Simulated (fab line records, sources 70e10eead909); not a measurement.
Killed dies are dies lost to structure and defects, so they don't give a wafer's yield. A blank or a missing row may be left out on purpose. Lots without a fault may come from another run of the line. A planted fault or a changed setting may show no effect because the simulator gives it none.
Chamber matching | flow nand_harc | NHARC_P_CONTACT_CMP_01 on cmp-04: 4 sister chambers
The step polishes SiO2, target thk 200 nm. 16 wafers are shown with their chamber, then 8 later ones without.

WAFERS WITH THEIR CHAMBER
wafer  | chamber | motor_current_A (A)
L074.1 | 0       | 11.7
L074.3 | 2       | 12.8
L074.6 | 1       | 13.0
L075.3 | 0       | 11.8
L075.4 | 1       | 13.4
L075.5 | 2       | 13.5
L076.1 | 2       | 13.4
L076.3 | 3       | 11.0
L076.6 | 0       | 11.9
L080.1 | 3       | 10.4
L080.4 | 0       | 12.0
L080.5 | 3       | 10.6
L081.4 | 3       | 10.3
L081.5 | 3       | 10.0
L081.6 | 2       | 12.5
L083.1 | 1       | 13.5

SIGNATURES (means of the wafers above)
reading         | chamber 0 | chamber 1 | chamber 2 | chamber 3 | scatter within a chamber
motor_current_A | 11.850    | 13.300    | 13.050    | 10.460    | 0.345
Rule: a wafer's distance from a chamber is the root of the sum, over the readings, of the square of ((its reading less the chamber's mean) divided by the reading's scatter). The wafer belongs to the nearest chamber; if the next one is less than 2 further off, it can't be placed. The scatter: the root of (the sum of the squares of (reading less its chamber's mean) over the shown wafers, divided by (wafers less chambers)).

WAFERS WITHOUT THEIR CHAMBER
wafer  | motor_current_A (A)
L083.3 | 13.3
L083.5 | 11.7
L088.1 | 10.5
L088.2 | 12.1
L088.6 | 10.6
L091.3 | 10.5
L091.4 | 13.5
L091.5 | 11.2

WHICH CHAMBER EACH WENT THROUGH
wafer  | from the rows above     | in truth
L083.3 | can't be placed: 1 or 2 | 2
L083.5 | 0                       | 0
L088.1 | 3                       | 3
L088.2 | 0                       | 0
L088.6 | 3                       | 3
L091.3 | 3                       | 3
L091.4 | can't be placed: 1 or 2 | 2
L091.5 | can't be placed: 0 or 3 | 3
Placed correctly: 5 of 8. Can't be placed from these rows: 3 (the true chamber is among the candidates in 3). Placed wrongly: 0.
